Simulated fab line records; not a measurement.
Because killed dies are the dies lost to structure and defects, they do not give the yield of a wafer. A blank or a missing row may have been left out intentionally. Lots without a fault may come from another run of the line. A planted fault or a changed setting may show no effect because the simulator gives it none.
fab line records + flow n5_finfet
record:
- lots: 11
- wafers: 33
- last_day: 18
route steps=1938 shown BEOL_M13@1673 PASSIVATION@1936
lots untouched by any fault: they come from a run of this same line in which no faults occurred
start_h: hours from the record's first day to the start of the lot's first wafer shown + wait_h: hours elapsed since this lot's preceding step + " the same as in the row above + L1.1+2: a single row standing in for several wafers + - no value, or no start given + * or withheld: withheld + < > ~ a bound
route shown NAME@n: NAME is a module with steps in the file, n the number in the route of the first one + usual: mean/standard deviation of fault-free wafers + same: alike in all rows + chamber/n: place in a boat + sites: each site's reading + _std_site: standard deviation of those values + _edge_site: outer sites' mean less inner sites' + radius_mm: how far each site lies from the wafer's centre + mask NAME#n: copy n + behind: the most recent tool/chamber to have shaped the wafer + hold: why the lot went on hold/how many hours it stayed there/how the hold came to an end + device: transistor that didn't switch, given as n, p or np + end of line: the route-end tests of the same wafers + a step without rows: its recipe alone + killed: not the wafer's yield, but the dies lost to structure and defects at the first sort + map: a wafer's dies, x killed, . not, _ none there
set.NAME: the setting the step ran with; set.NAME@STEP: the setting that earlier step ran with + model.NAME: the simulator's own value behind a step, which no gauge read
route steps across a sampled set of lots; one table per step, one row per wafer
services: from which hour (start_h, from the record's first day; less than 0 if before it) a tool's chamber was out of use, for how many hours, and why
== steps ==
step: N5_BEOL_M13_ETCH_59
recipe:
- chemistry: N2/H2
- target: BARC
- target_depth_a: 890
- overetch_a: 267
- time_s: 67.9
- ion_energy_ev: 200
- pressure_mtorr: 30
- source_w: 840
- bias_w: 150
- n2_flow_sccm: 200
- h2_flow_sccm: 200
usual:
- drypump_motor_current_A: 5.6/0.43
- oes_product_au: 0.69/0.065
- rf_vpp_V: 522.8/2.4
- showerhead_plenum_p_Torr: 2.51/0.085
- throttle_valve_pct: 17.74/0.18
| lot.wafer | tool        | chamber | start_h | wait_h | drypump_motor_current_A | oes_product_au | rf_hours_counter_h | rf_vpp_V | showerhead_plenum_p_Torr | throttle_valve_pct |
|-----------|-------------|---------|---------|--------|-------------------------|----------------|--------------------|----------|--------------------------|--------------------|
| L294.3    | rie_diel-01 | 0       | 228.94  | 0.0    | 4.9                     | 0.79           | 21                 | 522.0    | 2.51                     | 17.58              |
| L294.4    | "           | 3       | "       | "      | 5.6                     | 0.64           | 166                | 527.4    | 2.65                     | 17.82              |
| L294.6    | "           | 3       | "       | "      | 5.6                     | 0.65           | -                  | 527.5    | 2.65                     | 17.83              |
| L295.1    | rie_diel-03 | 2       | 247.23  | 0.0    | 5.0                     | 0.76           | 28                 | 525.2    | 2.60                     | 17.55              |
| L295.3    | "           | 3       | "       | "      | 5.7                     | 0.57           | 261                | 522.5    | 2.51                     | 18.18              |
| L295.5    | "           | 3       | "       | "      | 5.7                     | 0.57           | -                  | 523.6    | 2.51                     | 18.18              |
| L299.3    | rie_diel-01 | 0       | 266.47  | 0.0    | 5.0                     | 0.76           | 31                 | 522.3    | 2.50                     | 17.60              |
| L299.4    | "           | 3       | "       | "      | 5.6                     | 0.63           | 181                | 525.7    | 2.65                     | 17.85              |
| L299.6    | "           | 1       | "       | "      | 5.7                     | 0.70           | -                  | 520.6    | 2.47                     | 17.70              |
| L300.3    | rie_diel-04 | 2       | 270.25  | 0.0    | 6.2                     | 0.72           | 77                 | 524.2    | 2.57                     | 17.44              |
| L300.4    | "           | 0       | "       | "      | 5.8                     | 0.81           | 3                  | 521.9    | 2.50                     | 17.85              |
| L300.5    | "           | 1       | "       | "      | 5.7                     | 0.63           | -                  | 517.4    | 2.32                     | 17.63              |
| L301.2    | rie_diel-01 | 1       | 271.29  | 0.0    | 5.8                     | 0.70           | 104                | 520.1    | 2.47                     | 17.71              |
| L301.3    | "           | 3       | "       | "      | 5.6                     | 0.63           | 183                | 525.5    | 2.65                     | 17.84              |
| L301.6    | "           | 1       | "       | "      | 5.8                     | 0.69           | -                  | 521.2    | 2.47                     | 17.72              |
| L302.2    | rie_diel-04 | 0       | 282.94  | 0.0    | 5.8                     | 0.80           | 6                  | 523.5    | 2.50                     | 17.86              |
| L302.5    | "           | 3       | "       | "      | 5.1                     | 0.58           | -                  | 520.8    | 2.40                     | 17.75              |
| L302.6    | "           | 0       | "       | "      | 5.8                     | 0.80           | -                  | 521.8    | 2.50                     | 17.87              |
| L310.2    | rie_diel-03 | 2       | 341.93  | 0.0    | 5.1                     | 0.73           | 59                 | 524.1    | 2.59                     | 17.59              |
| L310.5    | "           | 3       | "       | "      | 5.7                     | 0.77           | -                  | 521.9    | 2.50                     | 17.83              |
| L310.6    | "           | 2       | "       | "      | 5.0                     | 0.72           | -                  | 525.0    | 2.59                     | 17.58              |
| L312.1    | rie_diel-01 | 3       | 355.04  | 0.0    | 5.6                     | 0.62           | 208                | 528.0    | 2.63                     | 17.90              |
| L312.2    | "           | 2       | "       | "      | 5.2                     | 0.63           | 190                | 520.6    | 2.42                     | 17.85              |
| L312.6    | "           | 0       | "       | "      | 5.0                     | 0.73           | -                  | 521.6    | 2.49                     | 17.63              |
| L313.1    | rie_diel-01 | 0       | 355.82  | 0.0    | 5.0                     | 0.73           | 56                 | 521.6    | 2.49                     | 17.65              |
| L313.4    | "           | 3       | "       | "      | 5.6                     | 0.61           | 208                | 525.0    | 2.63                     | 17.90              |
| L313.5    | "           | 3       | "       | "      | 5.6                     | 0.62           | -                  | 524.8    | 2.63                     | 17.90              |
| L311.4    | rie_diel-03 | 3       | 357.43  | 0.0    | 5.7                     | 0.76           | 22                 | 520.9    | 2.50                     | 17.82              |
| L311.5    | "           | 2       | "       | "      | 5.1                     | 0.72           | -                  | 525.9    | 2.59                     | 17.61              |
| L311.6    | "           | 1       | "       | "      | 6.3                     | 0.72           | -                  | 525.5    | 2.58                     | 18.02              |
| L316.2    | rie_diel-01 | 1       | 392.71  | 0.0    | 5.8                     | 0.68           | 138                | 521.0    | 2.46                     | 17.75              |
| L316.3    | "           | 0       | "       | "      | 5.0                     | 0.71           | 67                 | 521.8    | 2.49                     | 17.68              |
| L316.5    | "           | 0       | "       | "      | 5.0                     | 0.73           | -                  | 523.4    | 2.49                     | 17.69              |
step: N5_BEOL_M13_CD_MEAS_17
recipe:
- target_cd_nm: 190
- polarity: opening
usual:
- cd_nm: 190.2/2
| lot.wafer | tool      | chamber | start_h | wait_h | cd_nm |
|-----------|-----------|---------|---------|--------|-------|
| L294.3    | cd_sem-02 | -       | 229.44  | 0.0    | 192.2 |
| L294.4    | "         | -       | "       | "      | 192.0 |
| L294.6    | "         | -       | "       | "      | 191.5 |
| L295.1    | cd_sem-01 | -       | 247.72  | 0.0    | 191.5 |
| L295.3    | "         | -       | "       | "      | 190.7 |
| L295.5    | "         | -       | "       | "      | 190.4 |
| L299.3    | cd_sem-01 | -       | 266.97  | 0.0    | 191.3 |
| L299.4    | "         | -       | "       | "      | 192.6 |
| L299.6    | "         | -       | "       | "      | 192.0 |
| L300.3    | cd_sem-02 | -       | 270.74  | 0.0    | 192.3 |
| L300.4    | "         | -       | "       | "      | 193.2 |
| L300.5    | "         | -       | "       | "      | 191.3 |
| L301.2    | cd_sem-01 | -       | 271.78  | 0.0    | 189.5 |
| L301.3    | "         | -       | "       | "      | 190.5 |
| L301.6    | "         | -       | "       | "      | 191.1 |
| L302.2    | cd_sem-03 | -       | 283.43  | 0.0    | 188.4 |
| L302.5    | "         | -       | "       | "      | 189.6 |
| L302.6    | "         | -       | "       | "      | 188.2 |
| L310.2    | cd_sem-02 | -       | 342.43  | 0.0    | 188.7 |
| L310.5    | "         | -       | "       | "      | 190.1 |
| L310.6    | "         | -       | "       | "      | 189.3 |
| L312.1    | cd_sem-02 | -       | 355.55  | 0.0    | 190.2 |
| L312.2    | "         | -       | "       | "      | 191.0 |
| L312.6    | "         | -       | "       | "      | 190.8 |
| L313.1    | cd_sem-03 | -       | 356.31  | 0.0    | 190.9 |
| L313.4    | "         | -       | "       | "      | 188.8 |
| L313.5    | "         | -       | "       | "      | 189.8 |
| L311.4    | cd_sem-03 | -       | 357.93  | 0.0    | 190.1 |
| L311.5    | "         | -       | "       | "      | 190.2 |
| L311.6    | "         | -       | "       | "      | 192.6 |
| L316.2    | cd_sem-02 | -       | 393.21  | 0.0    | 191.6 |
| L316.3    | "         | -       | "       | "      | 190.2 |
| L316.5    | "         | -       | "       | "      | 192.3 |
step: N5_BEOL_M13_COAT_22
recipe:
- spin_rpm: 2888
- resist_thk_nm: 300
usual:
- exhaust_pa: 45.0/0.86
- resist_line_temp_C: 23.00/0.11
- spin_speed_rpm: 2887.8/2.1
| lot.wafer | tool           | chamber | start_h | wait_h | exhaust_pa | resist_line_temp_C | spin_speed_rpm |
|-----------|----------------|---------|---------|--------|------------|--------------------|----------------|
| L294.3    | litho_track-03 | 0       | 229.48  | -      | 44.8       | 22.98              | 2884.0         |
| L294.4    | "              | 0       | "       | "      | 46.0       | 22.85              | 2888.1         |
| L294.6    | "              | 0       | "       | "      | 45.1       | 22.97              | 2885.8         |
| L295.1    | litho_track-02 | 0       | 247.77  | -      | 44.8       | 22.90              | 2888.8         |
| L295.3    | "              | 0       | "       | "      | 44.6       | 22.88              | 2887.9         |
| L295.5    | "              | 0       | "       | "      | 44.9       | 22.84              | 2888.7         |
| L299.3    | litho_track-03 | 0       | 267.01  | -      | 45.8       | 22.85              | 2890.1         |
| L299.4    | "              | 0       | "       | "      | 44.8       | 22.90              | 2891.9         |
| L299.6    | "              | 0       | "       | "      | 45.3       | 22.99              | 2891.5         |
| L300.3    | litho_track-03 | 0       | 270.78  | -      | 45.4       | 23.04              | 2889.3         |
| L300.4    | "              | 0       | "       | "      | 45.4       | 23.00              | 2890.2         |
| L300.5    | "              | 0       | "       | "      | 45.9       | 23.05              | 2885.4         |
| L301.2    | litho_track-03 | 0       | 271.82  | -      | 45.8       | 22.99              | 3365.6         |
| L301.3    | "              | 0       | "       | "      | 46.0       | 22.90              | 3364.7         |
| L301.6    | "              | 0       | "       | "      | 44.6       | 22.92              | 3365.7         |
| L302.2    | litho_track-03 | 0       | 283.48  | -      | 44.8       | 23.16              | 3369.4         |
| L302.5    | "              | 0       | "       | "      | 44.6       | 23.27              | 3366.0         |
| L302.6    | "              | 0       | "       | "      | 44.7       | 23.16              | 3365.8         |
| L310.2    | litho_track-03 | 0       | 342.47  | -      | 45.2       | 22.97              | 2885.6         |
| L310.5    | "              | 0       | "       | "      | 46.0       | 22.90              | 2888.9         |
| L310.6    | "              | 0       | "       | "      | 45.3       | 23.12              | 2891.0         |
| L312.1    | litho_track-03 | 0       | 355.60  | -      | 42.9       | 22.95              | 2887.1         |
| L312.2    | "              | 0       | "       | "      | 45.4       | 22.97              | 2891.3         |
| L312.6    | "              | 0       | "       | "      | 43.7       | 22.88              | 2891.0         |
| L313.1    | litho_track-03 | 0       | 356.36  | -      | 43.7       | 23.01              | 2887.9         |
| L313.4    | "              | 0       | "       | "      | 45.3       | 22.99              | 2884.7         |
| L313.5    | "              | 0       | "       | "      | 45.4       | 23.04              | 2885.3         |
| L311.4    | litho_track-03 | 0       | 357.97  | -      | 46.1       | 22.92              | 2888.7         |
| L311.5    | "              | 0       | "       | "      | 45.8       | 23.00              | 2885.0         |
| L311.6    | "              | 0       | "       | "      | 46.3       | 22.86              | 2883.9         |
| L316.2    | litho_track-02 | 0       | 393.25  | -      | 44.0       | 23.15              | 2888.3         |
| L316.3    | "              | 0       | "       | "      | 45.7       | 23.25              | 2886.0         |
| L316.5    | "              | 0       | "       | "      | 44.8       | 23.26              | 2889.2         |
step: N5_BEOL_M13_ETCH_68
recipe:
- chemistry: N2/H2
- target: SOC
- mask_material: SiARC
- source_w: 3000
- bias_w: 350
- temp_c: 40
- time_s: 355
- ion_energy_ev: 200
- pressure_mtorr: 30
- n2_flow_sccm: 200
- h2_flow_sccm: 200
usual:
- drypump_motor_current_A: 5.6/0.42
- oes_product_au: 0.81/0.085
- rf_vpp_V: 522.4/2.5
- showerhead_plenum_p_Torr: 2.49/0.092
- throttle_valve_pct: 17.62/0.18
| lot.wafer | tool        | chamber | start_h | wait_h | drypump_motor_current_A | oes_product_au | rf_hours_counter_h | rf_vpp_V | showerhead_plenum_p_Torr | throttle_valve_pct |
|-----------|-------------|---------|---------|--------|-------------------------|----------------|--------------------|----------|--------------------------|--------------------|
| L294.3    | rie_diel-04 | 1       | 230.27  | 0.1    | 5.7                     | 0.75           | 154                | 517.0    | 2.33                     | 17.51              |
| L294.4    | "           | 3       | "       | "      | 5.2                     | 0.68           | -                  | 520.6    | 2.41                     | 17.62              |
| L294.6    | "           | 2       | "       | "      | 6.2                     | 0.86           | -                  | 524.9    | 2.57                     | 17.30              |
| L295.1    | rie_diel-01 | 1       | 248.44  | 0.1    | 5.8                     | 0.82           | 95                 | 521.5    | 2.47                     | 17.57              |
| L295.3    | "           | 0       | "       | "      | 5.0                     | 0.90           | 25                 | 522.7    | 2.50                     | 17.49              |
| L295.5    | "           | 2       | "       | "      | 5.2                     | 0.77           | -                  | 520.3    | 2.43                     | 17.65              |
| L299.3    | rie_diel-04 | 0       | 268.15  | 0.1    | 5.8                     | 0.98           | 2                  | 521.7    | 2.50                     | 17.73              |
| L299.4    | "           | 2       | "       | "      | 6.2                     | 0.84           | 76                 | 525.5    | 2.57                     | 17.34              |
| L299.6    | "           | 0       | "       | "      | 5.8                     | 0.97           | -                  | 520.9    | 2.50                     | 17.75              |
| L300.3    | rie_diel-03 | 2       | 271.34  | 0.1    | 5.0                     | 0.88           | 39                 | 526.4    | 2.60                     | 17.46              |
| L300.4    | "           | 1       | "       | "      | 6.3                     | 0.90           | -                  | 525.8    | 2.59                     | 17.85              |
| L300.5    | "           | 2       | "       | "      | 5.0                     | 0.87           | -                  | 524.6    | 2.60                     | 17.46              |
| L301.2    | rie_diel-01 | 1       | 272.38  | 0.1    | 5.8                     | 0.80           | 105                | 520.8    | 2.47                     | 17.59              |
| L301.3    | "           | 3       | "       | "      | 5.6                     | 0.73           | 183                | 526.7    | 2.64                     | 17.75              |
| L301.6    | "           | 3       | "       | "      | 5.6                     | 0.74           | -                  | 524.7    | 2.64                     | 17.73              |
| L302.2    | rie_diel-01 | 1       | 284.15  | 0.1    | 5.8                     | 0.81           | 108                | 520.2    | 2.47                     | 17.59              |
| L302.5    | "           | 1       | "       | "      | 5.8                     | 0.80           | -                  | 521.0    | 2.47                     | 17.60              |
| L302.6    | "           | 2       | "       | "      | 5.2                     | 0.75           | -                  | 520.3    | 2.43                     | 17.68              |
| L310.2    | rie_diel-04 | 1       | 343.03  | 0.1    | 5.7                     | 0.72           | 191                | 515.2    | 2.32                     | 17.58              |
| L310.5    | "           | 1       | "       | "      | 5.7                     | 0.72           | -                  | 519.1    | 2.32                     | 17.58              |
| L310.6    | "           | 2       | "       | "      | 6.2                     | 0.82           | -                  | 524.4    | 2.56                     | 17.36              |
| L312.1    | rie_diel-03 | 1       | 356.23  | 0.1    | 6.3                     | 0.86           | 40                 | 525.5    | 2.58                     | 17.90              |
| L312.2    | "           | 2       | "       | "      | 5.0                     | 0.85           | 63                 | 525.0    | 2.59                     | 17.51              |
| L312.6    | "           | 3       | "       | "      | 5.7                     | 0.92           | -                  | 520.7    | 2.50                     | 17.71              |
| L313.1    | rie_diel-04 | 2       | 356.96  | 0.1    | 6.2                     | 0.80           | 105                | 524.8    | 2.56                     | 17.37              |
| L313.4    | "           | 2       | "       | "      | 6.2                     | 0.81           | -                  | 523.0    | 2.56                     | 17.37              |
| L313.5    | "           | 0       | "       | "      | 5.8                     | 0.89           | -                  | 521.2    | 2.49                     | 17.79              |
| L311.4    | rie_diel-01 | 1       | 358.69  | 0.1    | 5.8                     | 0.79           | 129                | 521.3    | 2.46                     | 17.65              |
| L311.5    | "           | 2       | "       | "      | 5.2                     | 0.73           | -                  | 519.5    | 2.42                     | 17.75              |
| L311.6    | "           | 1       | "       | "      | 5.8                     | 0.79           | -                  | 521.2    | 2.46                     | 17.65              |
| L316.2    | rie_diel-01 | 3       | 394.06  | 0.1    | 5.6                     | 0.71           | 219                | 526.2    | 2.63                     | 17.79              |
| L316.3    | "           | 1       | "       | "      | 5.8                     | 0.78           | 139                | 521.7    | 2.46                     | 17.66              |
| L316.5    | "           | 2       | "       | "      | 5.2                     | 0.73           | -                  | 519.9    | 2.41                     | 17.76              |
step: N5_PASSIVATION_PROBE_49
usual:
- defect_limited_yield: 91.2/1.6
- killed_at_M0_to_M3: 34/11
- killed_at_M4_up: 14/5.7
- killed_at_contacts: 14/6.6
- killed_at_front_end: 37/10
- killed_at_other: 4/3.2
- killed_dies: 104/19
- killed_open: 69/13
- killed_short: 33/8.7
- sort_bin_5_function: 5.1/1
- sort_bin_6_memory: 3.3/0.76
- sort_bin_8_speed: 0.00/0.016
- sort_n_pass: 1076/19
- sort_yield_pct: 91.2/1.6
same:
- gross_dies: 1180
- killed_at_back_side: 0
- sort_bin_4_leakage[%]: 0
| lot.wafer | tool      | chamber | start_h | wait_h | defect_limited_yield[%] | killed_at_M0_to_M3 | killed_at_M4_up | killed_at_contacts | killed_at_front_end | killed_at_other | killed_dies | killed_open | killed_short | sort_bin_5_function[%] | sort_bin_6_memory[%] | sort_bin_8_speed[%] | sort_n_pass | sort_yield_pct[%] |
|-----------|-----------|---------|---------|--------|-------------------------|--------------------|-----------------|--------------------|---------------------|-----------------|-------------|-------------|--------------|------------------------|----------------------|---------------------|-------------|-------------------|
| L302.2    | prober-02 | -       | 313.53  | 0.1    | 91.6                    | 44                 | 16              | 10                 | 28                  | 1               | 99          | 75          | 24           | 4.4                    | 3.9                  | 0                   | 1081        | 91.6              |
| L302.5    | prober-02 | -       | 313.68  | 0.2    | 92.6                    | 37                 | 13              | 13                 | 23                  | 1               | 87          | 54          | 33           | 4.4                    | 2.4                  | 0                   | 1093        | 92.6              |
| L302.6    | prober-02 | -       | 313.73  | 0.3    | 91.4                    | 26                 | 17              | 11                 | 46                  | 2               | 102         | 77          | 25           | 4.6                    | 4.0                  | 0                   | 1078        | 91.4              |
killed by level:class
L302.2 BEOL_M2:geometric_particle:open=11 MOL_CONTACT_COAG:geometric_particle:open=9 BEOL_M3:geometric_particle:open=8 FIN_SAQP:geometric_particle:open=7 BEOL_M0_SAQP:geometric_particle:short=7 BEOL_M0_SAQP:geometric_particle:open=7 BEOL_M1:geometric_particle:open=6 GATE_CUT:geometric_particle:short=5
L302.5 MOL_CONTACT_COAG:geometric_particle:open=9 BEOL_M2:geometric_particle:open=9 BEOL_M3:geometric_particle:open=8 STI_FIN_REVEAL:geometric_particle:open=6 GATE_CUT:geometric_particle:short=5 BEOL_M0_SAQP:geometric_particle:open=5 MOL_CONTACT_COAG:geometric_particle:short=4 BEOL_M4:geometric_particle:short=4
L302.6 STI_FIN_REVEAL:geometric_particle:open=14 FIN_SAQP:geometric_particle:open=10 BEOL_M4:geometric_particle:open=10 MOL_CONTACT_COAG:geometric_particle:open=9 BEOL_M0_SAQP:geometric_particle:open=6 BEOL_M0_SAQP:geometric_particle:short=6 BEOL_M3:geometric_particle:open=5 DUMMY_GATE:geometric_particle:open=5
== services ==
| tool        | chamber | start_h | hours | kind                          |
|-------------|---------|---------|-------|-------------------------------|
| rie_diel-03 | 1       | 213.86  | -     | clean                         |
| rie_diel-03 | 1       | 213.86  | -     | consumable_replace:focus_ring |
| rie_diel-03 | 1       | 213.86  | 20.2  | scheduled_down                |
| rie_diel-03 | 1       | 213.86  | 20.2  | vent_cycle                    |
| rie_diel-01 | 1       | 218.33  | 2.2   | repair                        |
| rie_diel-03 | 0       | 234.11  | -     | clean                         |
| rie_diel-03 | 0       | 234.11  | -     | consumable_replace:focus_ring |
| rie_diel-03 | 0       | 234.11  | 26.9  | scheduled_down                |
| rie_diel-04 | 0       | 235.68  | -     | clean                         |
| rie_diel-04 | 0       | 235.68  | -     | consumable_replace:focus_ring |
| rie_diel-04 | 0       | 235.68  | 26.3  | scheduled_down                |
| rie_diel-04 | 0       | 235.68  | 26.3  | vent_cycle                    |
| rie_diel-04 | -       | 237.68  | 2.8   | pm                            |
| rie_diel-01 | 0       | 254.85  | 1.3   | repair                        |
| rie_diel-01 | 0       | 269.55  | 3.6   | repair                        |
| rie_diel-04 | -       | 288.48  | 2.1   | repair                        |
| rie_diel-01 | 1       | 305.80  | 8.6   | repair                        |
| rie_diel-03 | 1       | 336.61  | 1.6   | repair                        |
| rie_diel-04 | 3       | 336.67  | -     | clean                         |
| rie_diel-04 | 3       | 336.67  | -     | consumable_replace:focus_ring |
| rie_diel-04 | 3       | 336.67  | -     | consumable_replace:showerhead |
| rie_diel-04 | 3       | 336.67  | 23.6  | scheduled_down                |
| rie_diel-04 | 3       | 336.67  | 23.6  | vent_cycle                    |
| rie_diel-03 | 2       | 383.66  | 6.4   | repair                        |
== key ==
first_sign:
- step: N5_BEOL_M13_COAT_22
- reading: spin_speed_rpm
- direction: up
- sigmas: 99+
- usual: *
- struck: *
effect none on later readings
met_at N5_BEOL_M13_COAT_22
struck_lots L301,L302
not_acting_at N5_BEOL_M13_ETCH_59,N5_BEOL_M13_CD_MEAS_17,N5_BEOL_M13_ETCH_68
onset_between 270.78 271.82
fault:
- kind: process_parameter_drift
- tool: litho_track-03
- chamber: -
- onset_h: 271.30
- steps: N5_BEOL_M13_COAT_22
- channel: spin_rpm
- offset: *
- shape: step
- end_h: 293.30
- acts_in: *
- stated: *
